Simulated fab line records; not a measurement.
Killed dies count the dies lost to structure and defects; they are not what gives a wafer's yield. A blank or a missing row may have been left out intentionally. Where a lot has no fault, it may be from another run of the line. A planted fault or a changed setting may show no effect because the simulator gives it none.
fab line records -- flow nandHarc
[record] lots = 12, wafers = 35, lastDay = 34
route steps=1302 shown A_BONDPAD@1218 HYBRID_BOND@1243 THIN_TSV@1244 END@1302
lots with no fault: from the same line, run without faults
startH: start of the lot's first displayed wafer, in hours after the record's first day -- waitH: hours elapsed since this lot's preceding step -- " unchanged from the row above -- L1.1+2: one row covering several wafers at once -- - either no value or no given start -- * or withheld: withheld -- < > ~ a bound
route shown NAME@n: names a module that has steps shown in the file, with the first one's number in the route -- usual: the fault-free wafers' mean and standard deviation -- same: alike in all rows -- chamber/n: place in a boat -- sites: readings site by site -- _std_site: the standard deviation of these -- _edge_site: outer sites' mean less inner sites' -- radiusMm: for every site, how far away it sits from the centre of the wafer -- mask NAME#n: copy n -- behind: the last tool/chamber to shape the wafer -- hold: reason for holding the lot/hours on hold/outcome of the hold -- device: the transistor (n, p or np) that didn't switch -- end of line: tests run on the same wafers once the route is complete -- a step with no rows: only its recipe -- killed: dies lost to structure and defects at the first sort, not the wafer's yield -- map: per-die view of a wafer (x killed, . not killed, _ where there is no die)
set.NAME: the setting as run; set.NAME@STEP: as run at that earlier step -- model.NAME: the simulator's own value behind a step, which no gauge read
route steps across a sampled set of lots; one table per step, one row per wafer
services: when a tool's chamber went out of use (startH, in hours from the record's first day, below 0 if earlier), for how many hours, and the reason
[[steps]]
[step NHARC_A_BONDPAD_DESCUM_11]
[recipe] timeS = 3, o2FlowSccm = 200, arFlowSccm = 0, biasPowerW = 0, chemistry = O2
[usual] drypumpMotorCurrentA = 5.5/0.49, oesProductAu = 1.003/0.0085, rfVppV = 57.9/0.96, showerheadPlenumPTorr = 1.94/0.078, throttleValvePct = 11.310/0.0091
lot.wafer,tool,chamber,startH,waitH,drypumpMotorCurrentA,oesProductAu,rfHoursCounterH,rfVppV,showerheadPlenumPTorr,throttleValvePct
L145.2,rieDiel-12,0,535.03,-,5.1,0.999,2,57.7,2.03,11.301
L145.1,rieDiel-12,2,535.03,-,6.4,1.012,2,58.0,1.84,11.318
L145.6,rieDiel-12,1,535.03,-,5.3,0.989,-,58.5,1.94,11.303
L147.1,rieDiel-04,1,544.55,-,5.5,1.020,0,58.0,1.85,11.305
L147.3,rieDiel-04,2,544.55,-,6.0,0.990,0,57.8,1.98,11.307
L147.2,rieDiel-04,0,544.55,-,5.8,1.005,0,58.7,1.77,11.316
L146.3,rieDiel-12,1,551.07,-,5.3,0.992,2,58.5,1.94,11.307
L146.4,rieDiel-12,0,551.07,-,5.1,0.998,2,60.5,2.03,11.313
L146.5,rieDiel-12,1,551.07,-,5.3,0.989,-,58.8,1.94,11.316
L144.4,rieDiel-12,3,553.86,-,5.0,1.000,3,57.3,1.98,11.312
L144.3,rieDiel-12,0,553.86,-,5.1,0.997,3,58.7,2.03,11.313
L144.5,rieDiel-12,2,553.86,-,6.3,1.014,-,57.1,1.84,11.313
L150.2,rieDiel-12,0,580.28,-,5.0,0.994,3,59.4,2.03,11.327
L150.3,rieDiel-12,2,580.28,-,6.4,0.997,3,57.5,1.84,11.293
L150.4,rieDiel-12,3,580.28,-,5.0,0.993,3,57.4,1.98,11.300
L152.3,rieDiel-04,1,612.68,-,5.4,1.015,12,58.3,1.85,11.317
L152.5,rieDiel-04,0,612.68,-,5.8,1.010,-,56.8,1.76,11.303
L161.3,rieDiel-12,0,687.34,-,5.1,1.007,2,58.2,2.03,11.329
L161.4,rieDiel-12,1,687.34,-,5.3,0.999,2,59.1,1.94,11.314
L161.1,rieDiel-12,3,687.34,-,5.0,1.006,2,57.1,1.98,11.293
L162.4,rieDiel-12,2,717.66,-,6.3,1.003,2,58.9,1.84,11.305
L162.1,rieDiel-12,0,717.66,-,5.0,1.001,3,58.3,2.03,11.318
L162.3,rieDiel-12,1,717.66,-,5.3,0.999,2,58.5,1.94,11.307
L163.4,rieDiel-12,3,727.01,-,5.0,1.007,4,58.6,1.98,11.309
L163.2,rieDiel-12,0,727.01,-,5.1,1.018,3,58.2,2.03,11.301
L163.5,rieDiel-12,0,727.01,-,5.1,1.014,-,58.7,2.03,11.298
L166.3,rieDiel-12,2,751.60,-,6.4,0.997,4,56.5,1.83,11.304
L166.4,rieDiel-12,3,751.60,-,5.1,1.009,5,58.2,1.97,11.304
L166.1,rieDiel-12,0,751.60,-,5.1,1.008,4,57.5,2.03,11.306
L164.3,rieDiel-12,0,755.40,-,5.1,1.017,4,58.5,2.03,11.310
L164.1,rieDiel-12,1,755.40,-,5.3,0.994,4,58.3,1.94,11.333
L164.4,rieDiel-12,2,755.40,-,6.3,0.998,4,58.1,1.84,11.309
L167.3,rieDiel-12,3,769.93,-,5.0,1.000,5,58.4,1.97,11.308
L167.4,rieDiel-12,2,769.93,-,6.3,0.985,4,57.0,1.84,11.297
L167.6,rieDiel-12,0,769.93,-,5.1,1.002,-,57.1,2.03,11.310
[step NHARC_A_BONDPAD_DEGAS_25]
[recipe] tempC = 300, timeS = 60
[usual] heaterPowerW = 457/41
lot.wafer,tool,chamber,startH,waitH,heaterPowerW
L145.2,pvdSputter-01,-,535.96,-,412
L145.1,pvdSputter-01,-,535.96,-,427
L145.6,pvdSputter-01,-,535.96,-,496
L147.2,pvdSputter-03,-,545.49,-,419
L147.1,pvdSputter-03,-,545.49,-,404
L147.3,pvdSputter-03,-,545.49,-,438
L146.3,pvdSputter-02,-,552.01,-,488
L146.4,pvdSputter-02,-,552.01,-,494
L146.5,pvdSputter-02,-,552.01,-,496
L144.3,pvdSputter-01,-,554.80,-,495
L144.4,pvdSputter-01,-,554.80,-,409
L144.5,pvdSputter-01,-,554.80,-,483
L150.2,pvdSputter-03,-,581.22,-,434
L150.4,pvdSputter-03,-,581.22,-,426
L150.3,pvdSputter-03,-,581.22,-,415
L152.3,pvdSputter-02,-,613.61,-,510
L152.5,pvdSputter-02,-,613.61,-,486
L161.3,pvdSputter-03,-,688.32,-,413
L161.1,pvdSputter-03,-,688.32,-,439
L161.4,pvdSputter-03,-,688.32,-,442
L162.1,pvdSputter-03,-,718.60,-,454
L162.3,pvdSputter-03,-,718.60,-,427
L162.4,pvdSputter-03,-,718.60,-,419
L163.2,pvdSputter-01,-,727.95,-,419
L163.4,pvdSputter-01,-,727.95,-,519
L163.5,pvdSputter-01,-,727.95,-,413
L166.1,pvdSputter-01,-,752.53,-,417
L166.4,pvdSputter-01,-,752.53,-,536
L166.3,pvdSputter-01,-,752.53,-,514
L164.1,pvdSputter-02,-,756.33,-,486
L164.3,pvdSputter-02,-,756.33,-,503
L164.4,pvdSputter-02,-,756.33,-,498
L167.4,pvdSputter-02,-,770.88,-,497
L167.3,pvdSputter-02,-,770.88,-,479
L167.6,pvdSputter-02,-,770.88,-,496
[step NHARC_HYBRID_BOND_INSPECT_06]
[recipe] inspectInstrument = irVoid
[usual] rawDefectCount = 83/43
lot.wafer,tool,chamber,startH,waitH,rawDefectCount
L145.1,defectInspect-01,-,547.10,0.0,126
L145.2,defectInspect-01,-,547.10,0.0,146
L145.6,defectInspect-01,-,547.10,0.0,173
L147.1,defectInspect-01,-,556.65,0.0,63
L147.2,defectInspect-01,-,556.65,0.0,76
L147.3,defectInspect-01,-,556.65,0.0,68
L146.3,defectInspect-01,-,563.19,0.1,51
L146.4,defectInspect-01,-,563.19,0.1,52
L146.5,defectInspect-01,-,563.19,0.1,68
L144.3,defectInspect-02,-,563.22,0.1,27
L144.4,defectInspect-02,-,563.22,0.1,34
L144.5,defectInspect-02,-,563.22,0.1,31
L150.2,defectInspect-02,-,589.35,0.1,114
L150.3,defectInspect-02,-,589.35,0.1,109
L150.4,defectInspect-02,-,589.35,0.1,114
L152.3,defectInspect-02,-,628.29,0.1,67
L152.5,defectInspect-02,-,628.29,0.1,85
L161.1,defectInspect-01,-,704.46,0.0,36
L161.3,defectInspect-01,-,704.46,0.0,46
L161.4,defectInspect-01,-,704.46,0.0,52
L162.1,defectInspect-02,-,730.03,0.0,79
L162.3,defectInspect-02,-,730.03,0.0,86
L162.4,defectInspect-02,-,730.03,0.0,78
L163.2,defectInspect-02,-,739.36,0.1,79
L163.4,defectInspect-02,-,739.36,0.1,85
L163.5,defectInspect-02,-,739.36,0.1,89
L166.1,defectInspect-01,-,761.50,0.1,23
L166.3,defectInspect-01,-,761.50,0.1,16
L166.4,defectInspect-01,-,761.50,0.1,32
L164.1,defectInspect-02,-,767.72,0.0,71
L164.3,defectInspect-02,-,767.72,0.0,73
L164.4,defectInspect-02,-,767.72,0.0,66
L167.3,defectInspect-02,-,784.37,0.1,89
L167.4,defectInspect-02,-,784.37,0.1,69
L167.6,defectInspect-02,-,784.37,0.1,71
[step NHARC_THIN_TSV_GRIND_00]
[recipe] targetThkUm = 6
[usual] motorCurrentA = 12.000/0.021
lot.wafer,tool,chamber,startH,waitH,motorCurrentA
L145.1,grinder-01,0,547.26,0.1,12.004
L145.2,grinder-01,0,547.26,0.1,12.029
L145.6,grinder-01,0,547.26,0.1,12.016
L147.1,grinder-01,0,556.81,0.1,12.009
L147.2,grinder-01,0,556.81,0.1,11.971
L147.3,grinder-01,0,556.81,0.1,12.000
L146.3,grinder-01,0,564.94,1.7,11.993
L146.4,grinder-01,0,564.94,1.7,12.000
L146.5,grinder-01,0,564.94,1.7,11.999
L144.3,grinder-01,0,566.12,2.9,11.999
L144.4,grinder-01,0,566.12,2.9,11.989
L144.5,grinder-01,0,566.12,2.9,11.978
L150.2,grinder-01,0,592.07,2.7,12.015
L150.3,grinder-01,0,592.07,2.7,12.009
L150.4,grinder-01,0,592.07,2.7,11.984
L152.3,grinder-01,0,628.84,0.5,12.018
L152.5,grinder-01,0,628.84,0.5,12.032
L161.1,grinder-01,0,706.41,1.9,12.001
L161.3,grinder-01,0,706.41,1.9,11.999
L161.4,grinder-01,0,706.41,1.9,12.019
L162.1,grinder-01,0,730.18,0.1,11.982
L162.3,grinder-01,0,730.18,0.1,11.996
L162.4,grinder-01,0,730.18,0.1,12.021
L163.2,grinder-01,0,744.20,4.8,12.005
L163.4,grinder-01,0,744.20,4.8,12.018
L163.5,grinder-01,0,744.20,4.8,11.997
L166.1,grinder-01,0,763.18,1.7,12.020
L166.3,grinder-01,0,763.18,1.7,11.986
L166.4,grinder-01,0,763.18,1.7,11.984
L164.1,grinder-01,0,767.87,0.1,12.020
L164.3,grinder-01,0,767.87,0.1,11.974
L164.4,grinder-01,0,767.87,0.1,11.985
L167.3,grinder-01,0,784.91,0.5,12.006
L167.4,grinder-01,0,784.91,0.5,12.014
L167.6,grinder-01,0,784.91,0.5,11.977
[step NHARC_THIN_TSV_THK_MEAS_02]
[recipe] thkMeasGauge = ir
[usual] thkNm = 2967/220
lot.wafer,tool,chamber,startH,waitH,thkNm
L145.1,filmMetro-02,-,548.76,-,2568
L145.2,filmMetro-02,-,548.76,-,2924
L145.6,filmMetro-02,-,548.76,-,2785
L147.1,filmMetro-01,-,558.30,-,2997
L147.2,filmMetro-01,-,558.30,-,3086
L147.3,filmMetro-01,-,558.30,-,2846
L146.3,filmMetro-02,-,566.02,-,2966
L146.4,filmMetro-02,-,566.02,-,3274
L146.5,filmMetro-02,-,566.02,-,2953
L144.3,filmMetro-02,-,567.21,-,3179
L144.4,filmMetro-02,-,567.21,-,2995
L144.5,filmMetro-02,-,567.21,-,3057
L150.2,filmMetro-01,-,593.36,-,3214
L150.3,filmMetro-01,-,593.36,-,3350
L150.4,filmMetro-01,-,593.36,-,2851
L152.3,filmMetro-02,-,629.94,-,3
L152.5,filmMetro-02,-,629.94,-,3410
L161.1,filmMetro-01,-,707.90,0.2,2706
L161.3,filmMetro-01,-,707.90,0.2,2791
L161.4,filmMetro-01,-,707.90,0.2,3024
L162.1,filmMetro-01,-,731.65,-,3083
L162.3,filmMetro-01,-,731.65,-,3149
L162.4,filmMetro-01,-,731.65,-,2912
L163.2,filmMetro-01,-,745.51,0.2,2864
L163.4,filmMetro-01,-,745.51,0.2,3033
L163.5,filmMetro-01,-,745.51,0.2,2702
L166.1,filmMetro-02,-,764.65,-,3246
L166.3,filmMetro-02,-,764.65,-,3247
L166.4,filmMetro-02,-,764.65,-,3398
L164.1,filmMetro-01,-,769.36,0.2,3118
L164.3,filmMetro-01,-,769.36,0.2,3110
L164.4,filmMetro-01,-,769.36,0.2,3016
L167.3,filmMetro-02,-,785.99,-,2855
L167.4,filmMetro-02,-,785.99,-,3135
L167.6,filmMetro-02,-,785.99,-,2610
[step NHARC_END_SORT_01]
[recipe] tempC = 25
[usual] defectLimitedYield = 92.0/2.8, killedAtArray = 49/19, killedAtOther = 0.9/1.1, killedAtPeriphery = 4.0/2.7, killedDies = 54/19, killedOpen = 3.3/1.8, killedShort = 2.6/1.6, sort_bin_2_pct = 2.9/1.2, sort_bin_3_pct = 0.5/0.36, sort_bin_4_pct = 4.6/1.5, sortNPass = 623/19, sortRimYieldPct = 91/4.7, sortYieldPct = 92.0/2.8
[same] grossDies = 677, sort_bin_5_pct[%] = 0, sort_bin_6_pct[%] = 0, sort_bin_7_pct[%] = 0, sort_bin_8_pct[%] = 0, sortRimNGross = 106.00
lot.wafer,tool,chamber,startH,waitH,defectLimitedYield[%],killedAtArray,killedAtOther,killedAtPeriphery,killedDies,killedOpen,killedShort,sort_bin_2_pct[%],sort_bin_3_pct[%],sort_bin_4_pct[%],sortNPass,sortRimYieldPct[%],sortYieldPct[%]
L146.3,prober-02,0,582.53,3.1,95.4,25,2,4,31,3,0,1.5,0.3,2.8,646,92,95.4
L146.4,prober-02,0,583.33,3.4,93.1,43,0,4,47,2,3,3.2,0.4,3.2,630,94,93.1
L146.5,prober-02,0,584.12,3.7,92.9,42,1,5,48,9,4,3.0,0.4,3.7,629,92,92.9
L144.3,prober-02,0,590.26,3.1,95.4,25,0,6,31,4,3,1.8,0.1,2.7,646,94,95.4
L144.4,prober-02,0,591.05,3.4,95.0,27,0,7,34,3,3,2.1,0,3.0,643,95,95.0
L144.5,prober-02,0,591.84,3.6,95.4,22,2,7,31,3,5,1.3,0.3,3.0,646,98,95.4
L152.3,prober-01,0,647.64,3.1,0,39,637,1,677,2,4,96.8,0.7,2.5,0,0,0
L152.5,prober-01,0,649.23,3.7,94.2,33,3,3,39,3,7,2.4,0.6,2.8,638,90,94.2
L162.1,prober-01,0,747.35,2.5,90.0,58,0,10,68,4,3,2.7,1.0,6.4,609,91,90.0
L162.3,prober-01,0,748.98,3.1,92.9,40,0,8,48,5,0,3.4,0.4,3.2,629,91,92.9
L162.4,prober-01,0,749.79,3.4,91.9,52,1,2,55,2,4,1.9,0.1,6.1,622,93,91.9
L166.1,prober-02,0,779.31,2.5,95.9,23,0,5,28,4,5,0.9,0.3,3.0,649,94,95.9
L166.3,prober-02,0,780.89,3.1,97.6,12,0,4,16,3,0,0.6,0.1,1.6,661,95,97.6
L166.4,prober-02,0,781.69,3.4,95.9,27,0,1,28,0,2,1.5,0,2.7,649,97,95.9
// killed by level:class
L146.3 A_CHANNEL_HOLE_D2:chamberFilmFlake=17 P_GATE:chamberFilmFlake=3 A_WL_FILL:geometricParticle:open=2 A_CHANNEL_HOLE_D1:chamberFilmFlake=2 A_CONTACT:chamberFilmFlake=2 THIN_TSV:chamberFilmFlake=2 A_ONON_D1:geometricParticle:open=1 P_BONDPAD:chamberFilmFlake=1
L146.4 A_CHANNEL_HOLE_D2:chamberFilmFlake=32 P_STI:chamberFilmFlake=2 A_CONTACT:chamberFilmFlake=2 P_M0:geometricParticle:open=1 A_CHANNEL_HOLE_D1:geometricParticle:open=1 A_CHANNEL_FILL_D1:geometricParticle:short=1 A_ONON_D2:geometricParticle:short=1 A_SGD_CUT:geometricParticle:short=1
L146.5 A_CHANNEL_HOLE_D2:chamberFilmFlake=22 A_CONTACT:chamberFilmFlake=3 A_ONON_D1:geometricParticle:open=2 A_ONON_D2:geometricParticle:open=2 A_CHANNEL_FILL_D2:geometricParticle:short=2 P_STI:chamberFilmFlake=2 A_CHANNEL_HOLE_D1:chamberFilmFlake=2 A_WL_FILL:chamberFilmFlake=2
L144.3 A_CHANNEL_HOLE_D2:chamberFilmFlake=13 A_CONTACT:chamberFilmFlake=4 P_ZERO_WELL:chamberFilmFlake=2 P_GATE:chamberFilmFlake=2 P_M0:geometricParticle:open=1 P_M1:geometricParticle:short=1 A_ONON_D1:geometricParticle:short=1 A_CHANNEL_FILL_D1:geometricParticle:open=1
L144.4 A_CONTACT:chamberFilmFlake=10 A_STAIRCASE:chamberFilmFlake=5 A_CHANNEL_HOLE_D2:chamberFilmFlake=4 A_CHANNEL_HOLE_D1:chamberFilmFlake=3 P_GATE:geometricParticle:open=2 P_STI:chamberFilmFlake=2 A_ONON_D1:geometricParticle:short=1 A_CHANNEL_HOLE_D1:geometricParticle:short=1
L144.5 A_CHANNEL_HOLE_D2:chamberFilmFlake=8 A_CONTACT:chamberFilmFlake=5 P_ZERO_WELL:chamberFilmFlake=4 A_CHANNEL_HOLE_D1:chamberFilmFlake=3 P_M0:geometricParticle:open=2 A_CHANNEL_FILL_D2:geometricParticle:short=2 STARTING-WAFER:geometricParticle:short=2 A_CONTACT:geometricParticle:open=1
L152.3 THIN_TSV:areaCmp=636 A_SLIT:chamberFilmFlake=17 A_CHANNEL_HOLE_D2:chamberFilmFlake=12 A_CONTACT:chamberFilmFlake=4 A_M0:geometricParticle:short=2 P_CONTACT:geometricParticle:open=1 A_CHANNEL_FILL_D1:geometricParticle:short=1 A_CHANNEL_FILL_D2:geometricParticle:open=1
L152.5 A_SLIT:chamberFilmFlake=11 A_CHANNEL_HOLE_D2:chamberFilmFlake=8 A_ONON_D1:geometricParticle:short=3 A_CONTACT:chamberFilmFlake=3 A_WL_FILL:chamberFilmFlake=2 THIN_TSV:chamberFilmFlake=2 P_GATE:geometricParticle:open=1 P_M2:geometricParticle:short=1
L162.1 A_CHANNEL_HOLE_D1:chamberFilmFlake=31 A_CHANNEL_HOLE_D2:chamberFilmFlake=5 A_STAIRCASE:chamberFilmFlake=5 A_CONTACT:chamberFilmFlake=5 P_CONTACT:chamberFilmFlake=3 P_M2:chamberFilmFlake=3 A_SLIT:chamberFilmFlake=3 P_GATE:chamberFilmFlake=2
L162.3 A_CHANNEL_HOLE_D1:chamberFilmFlake=15 A_SLIT:chamberFilmFlake=6 A_CHANNEL_HOLE_D2:chamberFilmFlake=4 A_BONDPAD:chamberFilmFlake=4 A_WL_FILL:chamberFilmFlake=3 P_ZERO_WELL:chamberFilmFlake=2 P_GATE:chamberFilmFlake=2 P_CONTACT:chamberFilmFlake=2
L162.4 A_CHANNEL_HOLE_D1:chamberFilmFlake=33 A_WL_FILL:chamberFilmFlake=4 A_CHANNEL_HOLE_D2:chamberFilmFlake=3 A_CONTACT:chamberFilmFlake=2 A_SOURCE_PLATE:geometricParticle:short=1 A_CHANNEL_FILL_D1:geometricParticle:short=1 A_CHANNEL_FILL_D2:geometricParticle:short=1 A_WL_FILL:geometricParticle:short=1
L166.1 A_SLIT:chamberFilmFlake=9 A_CONTACT:chamberFilmFlake=7 P_M0:geometricParticle:open=3 A_CHANNEL_FILL_D1:geometricParticle:short=2 P_CONTACT:geometricParticle:open=1 A_ONON_D1:geometricParticle:short=1 A_ONON_D2:geometricParticle:short=1 A_WL_FILL:geometricParticle:short=1
L166.3 A_SLIT:chamberFilmFlake=5 P_M0:geometricParticle:open=2 A_CHANNEL_HOLE_D1:chamberFilmFlake=2 A_CHANNEL_HOLE_D2:chamberFilmFlake=2 A_CONTACT:chamberFilmFlake=2 P_CONTACT:geometricParticle:open=1 P_STI:chamberFilmFlake=1 A_STAIRCASE:chamberFilmFlake=1
L166.4 A_SLIT:chamberFilmFlake=11 A_CONTACT:chamberFilmFlake=7 A_STAIRCASE:chamberFilmFlake=3 A_CHANNEL_HOLE_D1:chamberFilmFlake=2 P_M0:geometricParticle:short=1 A_WL_FILL:geometricParticle:short=1 A_DECK1_JOINT:chamberFilmFlake=1 A_CHANNEL_HOLE_D2:chamberFilmFlake=1
[[services]]
tool,chamber,startH,hours,kind
pvdSputter-02,-,514.62,1.0,repair
pvdSputter-03,-,526.02,10.0,pm
grinder-01,-,530.52,0.2,repair
rieDiel-04,-,531.91,9.0,pm
pvdSputter-01,-,542.62,1.9,repair
grinder-01,-,560.28,2.2,repair
pvdSputter-02,-,561.26,4.8,repair
pvdSputter-01,-,582.04,10.0,pm
grinder-01,-,582.56,3.3,repair
rieDiel-04,-,616.43,2.0,repair
rieDiel-12,-,622.44,9.0,pm
grinder-01,-,629.78,2.4,repair
rieDiel-12,2,631.77,10.4,repair
pvdSputter-02,-,638.12,10.0,pm
rieDiel-04,2,639.55,1.3,repair
grinder-01,-,645.43,1.6,repair
rieDiel-12,0,658.69,4.7,repair
rieDiel-12,2,666.97,14.6,repair
rieDiel-04,2,682.78,1.9,repair
rieDiel-12,3,702.84,2.8,repair
pvdSputter-03,-,704.02,10.0,pm
grinder-01,-,725.63,2.7,repair
grinder-01,-,736.00,8.0,pm
pvdSputter-01,-,760.04,10.0,pm
[[key]]
[firstSign] step = NHARC_THIN_TSV_THK_MEAS_02, reading = thkNm, direction = down, sigmas = 13, usual = 2967, struck = 3
[effect] step = NHARC_END_SORT_01, reading = killedAtOther, direction = up, sigmas = 99+, usual = 0.9, struck = 637
[moreKillsBornAt] NHARC_THIN_TSV_CMP_01@cmp-02 = 636
metAt NHARC_THIN_TSV_GRIND_00
struckLots L152
struckWafers L152.3
laterRowsLeftOut L152.3
notActingAt NHARC_A_BONDPAD_DESCUM_11,NHARC_A_BONDPAD_DEGAS_25,NHARC_HYBRID_BOND_INSPECT_06
onsetBetween 592.07 628.84
[fault] kind = processParameterDrift, tool = grinder-01, chamber = -, onsetH = 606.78, steps = NHARC_THIN_TSV_GRIND_00, channel = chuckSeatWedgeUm, offset = 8, shape = step, endH = 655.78, scope = struckWafersOnly
// laterRowsLeftOut: the simulator's readings of these wafers behind a module that went badly wrong aren't trusted and aren't shown, but for the sort
